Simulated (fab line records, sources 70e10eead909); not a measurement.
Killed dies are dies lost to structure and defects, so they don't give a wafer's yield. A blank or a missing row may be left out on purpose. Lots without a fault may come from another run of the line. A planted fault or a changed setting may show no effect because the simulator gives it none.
A struck lot beside a sound one | flow nand_harc | 15 steps out of a route of 1159
Sound: wafers L666.1, L666.3, L666.4. Struck: wafers L657.1, L657.2. The cause comes at the end.
At each step with rows: each side's tool, then ch and its chambers, then its first start. Under that, the readings that differ: sound wafers | struck wafers | difference of the means | sigmas: that difference in standard deviations of wafers without a fault.
alike: readings whose means differ by less than 2 such deviations, and words and numbers that are the same on both sides. not compared: withheld readings, readings that some wafer has no value for, bounds like >300 that may hide the same value, and numbers for which the record gives no deviation and whose values overlap.
The two part at a step that has a row with sigmas, a row that says differs or no value, or rows on one side only. Numbers that don't overlap but have no deviation are shown without sigmas and don't part them. A reading that every wafer of one side lacks parts them only if that side has two wafers or more.

first, 1 step without rows for these wafers: NHARC_A_CONTACT_ETCH_49 (etches the open film in N2/H2, target depth 260 nm, time 475.3 s).
NHARC_A_CONTACT_ETCH_50: etches the open film in CF4/CHF3, target depth 84.7 nm, time 42.4 s.
  sound on rie_diel-04 ch 0,1,3; struck on rie_diel-04 ch 0,2
  reading                | sound | struck | difference | sigmas
  rf_hours_counter_h (h) | 4 4 4 | 30 30  | +26        |
  alike: bias_w, cf4_flow_sccm, chamber_pressure_mTorr, drypump_motor_current_A, oes_product_au, rf_vpp_V, showerhead_plenum_p_Torr, throttle_valve_pct
then, 5 steps without rows for these wafers: NHARC_A_CONTACT_ETCH_51 (etches the open film in O2/COS, target depth 3600 nm, time 936 s); NHARC_A_CONTACT_ETCH_111 (etches the open film in C4F8/O2/Ar, time 140 s, target depth 700 nm); NHARC_A_CONTACT_ETCH_112 (etches the open film in C4F8/O2/Ar, time 94 s, target depth 922 nm); NHARC_A_CONTACT_ETCH_113 (etches the open film in C4F8/O2/Ar, time 94 s, target depth 922 nm); NHARC_A_CONTACT_ETCH_114 (etches the open film in C4F8/O2/Ar, time 94 s, target depth 922 nm).
NHARC_A_CONTACT_ETCH_115: etches the open film in C4F8/O2/Ar, time 94 s, target depth 922 nm.
  sound on har_cap_etch-03 ch 0,1, day 21 22:01; struck on har_cap_etch-01 ch 0,1, day 20 04:21
  alike: chamber_pressure_mTorr, oes_air_line_au
  not compared: rf_hours_counter_h
NHARC_A_CONTACT_ETCH_116: etches the open film in C4F8/O2/Ar, time 94 s, target depth 922 nm.
  sound on har_cap_etch-03 ch 0,1, day 21 22:06; struck on har_cap_etch-01 ch 0,1, day 20 04:26
  alike: chamber_pressure_mTorr, oes_air_line_au
  not compared: rf_hours_counter_h
NHARC_A_CONTACT_ETCH_117: etches the open film in C4F8/O2/Ar, time 94 s, target depth 922 nm.
  sound on har_cap_etch-03 ch 0,1, day 21 22:11; struck on har_cap_etch-01 ch 0,1, day 20 04:32
  alike: chamber_pressure_mTorr, oes_air_line_au
  not compared: rf_hours_counter_h
NHARC_A_CONTACT_ETCH_118: etches the open film in C4F8/O2/Ar, time 94 s, target depth 922 nm.
  sound on har_cap_etch-03 ch 0,1, day 21 22:17; struck on har_cap_etch-01 ch 0,1, day 20 04:37
  alike: chamber_pressure_mTorr, oes_air_line_au
  not compared: rf_hours_counter_h
then, 1 step without rows for these wafers: NHARC_A_CONTACT_ETCH_119 (etches the open film in C4F8/O2/Ar, time 94 s, target depth 922 nm).
NHARC_A_CONTACT_ETCH_120: etches the open film in C4F8/O2/Ar, time 94 s, target depth 922 nm.
  sound on har_cap_etch-03 ch 0,1, day 21 22:28; struck on har_cap_etch-01 ch 0,1, day 20 04:48
  no value came back on the struck wafers for chamber_pressure_mTorr (mTorr), oes_air_line_au (a.u.); on the sound wafers chamber_pressure_mTorr (mTorr) reads 20.001 20.017 19.971
  not compared: rf_hours_counter_h
then, 2 steps without rows for these wafers: NHARC_A_CONTACT_ETCH_121 (etches the open film in C4F8/O2/Ar, time 94 s, target depth 922 nm); NHARC_END_SORT_01.

WHERE THEY PART
Only at NHARC_A_CONTACT_ETCH_120, within this record.

WHY: what the simulator had put in
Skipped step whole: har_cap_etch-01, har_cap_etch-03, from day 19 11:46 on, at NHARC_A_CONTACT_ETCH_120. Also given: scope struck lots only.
